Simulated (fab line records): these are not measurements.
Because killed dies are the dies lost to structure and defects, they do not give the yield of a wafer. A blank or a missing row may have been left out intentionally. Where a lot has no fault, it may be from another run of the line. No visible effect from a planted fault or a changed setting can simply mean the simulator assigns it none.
Comparing a struck lot with a sound one + flow n5Finfet + 14 steps out of a route of 1938
Sound: wafers L913.3, L913.4, L913.6. Struck: wafers L920.2, L920.5, L920.6. At the end, the cause is stated.
Order at every step that has rows: each side's tool, ch and its chambers, its first start. Under that, the readings that differ: sound wafers + struck wafers + difference of the means + sigmas: that difference in standard deviations of wafers without a fault.
alike: readings whose means differ by less than 2 such deviations, and words and numbers that are the same on both sides. not compared: withheld readings, readings that some wafer has no value for, bounds like >300 that may hide the same value, and numbers for which the record gives no deviation and whose values overlap.
A row with sigmas, a row that says differs or no value, or rows on one side alone: a step with any of these is where the two part. When numbers do not overlap yet have no deviation, they are printed without sigmas and do not part them. A reading missing from all wafers of one side parts the sides only when that side holds two or more wafers.

first, 4 steps without rows for these wafers: N5_BEOL_M12_EXPOSE_07 (exposes mask V11); N5_BEOL_M12_PEB_08 (peb time 90 s); N5_BEOL_M12_DEVELOP_09 (develop time 45 s); N5_BEOL_M12_HARDBAKE_14 (time 120 s).
N5_BEOL_M12_CD_MEAS_10: the cd target is 140 nm.
  sound on cdSem-01 ch 0, day 14 17:30; struck on cdSem-03 ch 0, day 15 10:20
  alike: cdNm
N5_BEOL_M12_OVL_MEAS_11:
  sound on overlay-01 ch 0, day 14 17:32; struck on overlay-02 ch 0, day 15 10:22
  alike: V11_OVL
N5_BEOL_M12_INSPECT_12: inspects for defects (macro).
  sound on defectInspect-02 at day 14 17:34; struck on defectInspect-02 at day 15 10:23
  alike: rawDefectCount
N5_BEOL_M12_DESCUM_15: chemistry O2, time 7.9 s.
  sound on rieDiel-01 ch 0,1, day 14 17:35; struck on rieDiel-05 ch 0,1,3, day 15 10:30
  alike: drypumpMotorCurrentA, o2FlowSccm, oesProductAu, rfVppV, showerheadPlenumPTorr, throttleValvePct
  not compared: rfHoursCounterH
N5_BEOL_M12_ETCH_59: etches BARC in N2/H2, target depth 89 nm, overetch 26.7 nm, time 67.9 s.
  sound on rieDiel-01 ch 0,1, day 14 17:37; struck on rieDiel-05 ch 0,1,3, day 15 10:32
  alike: drypumpMotorCurrentA, oesProductAu, rfVppV, showerheadPlenumPTorr, throttleValvePct
  not compared: rfHoursCounterH
N5_BEOL_M12_VIA_ETCH_16: etches SiOC in C4F8/O2/Ar, target depth 724.8 nm.
  sound on rieDiel-01 ch 0,1, day 14 17:40; struck on rieDiel-05 ch 0,1,3, day 15 10:35
  alike: drypumpMotorCurrentA, heInnerTorr, mfcArSccm, oesProductAu, rfVppV, showerheadPlenumPTorr, throttleValvePct
N5_BEOL_M12_STRIP_63: strips in N2/H2.
  sound on plasmaAsher-01 ch 0,1, day 14 17:53; struck on plasmaAsher-02 ch 0,1, day 15 10:47
| reading          | sound       | struck      | difference | sigmas |
|------------------|-------------|-------------|------------|--------|
| heaterPowerW (W) | 306 275 277 | 328 329 329 | +43        | +2     |
  alike: chamberPressureMTorr, drypumpMotorCurrentA, oesProductAu, stripTimeToEndpointS
  not compared: rfHoursCounterH
N5_BEOL_M12_STRIP_64: strips in N2/H2.
  sound on plasmaAsher-01 ch 0,1, day 14 17:57; struck on plasmaAsher-02 ch 0,1, day 15 10:50
  alike: drypumpMotorCurrentA, h2FlowSccm, heaterPowerW, oesProductAu, stripTimeToEndpointS
  not compared: rfHoursCounterH
N5_BEOL_M12_STRIP_71: strips in post etch residue remover, time 60 s.
  sound on wetBench-04 ch 0,1,5, day 14 18:01; struck on wetBench-04 ch 0,6,7, day 15 10:56
  no value came back on the struck wafers for runLengthS (s), tempC (C), timeS (s); on the sound wafers runLengthS (s) reads 65.2 67.5 65.8
then, 1 step without rows for these wafers: N5_BEOL_M12_SRD_72 (time 30 s, dry time 30 s).

## WHERE THEY PART
First at N5_BEOL_M12_STRIP_63; last, within this record, at N5_BEOL_M12_STRIP_71.

WHY: what had been put in by the simulator
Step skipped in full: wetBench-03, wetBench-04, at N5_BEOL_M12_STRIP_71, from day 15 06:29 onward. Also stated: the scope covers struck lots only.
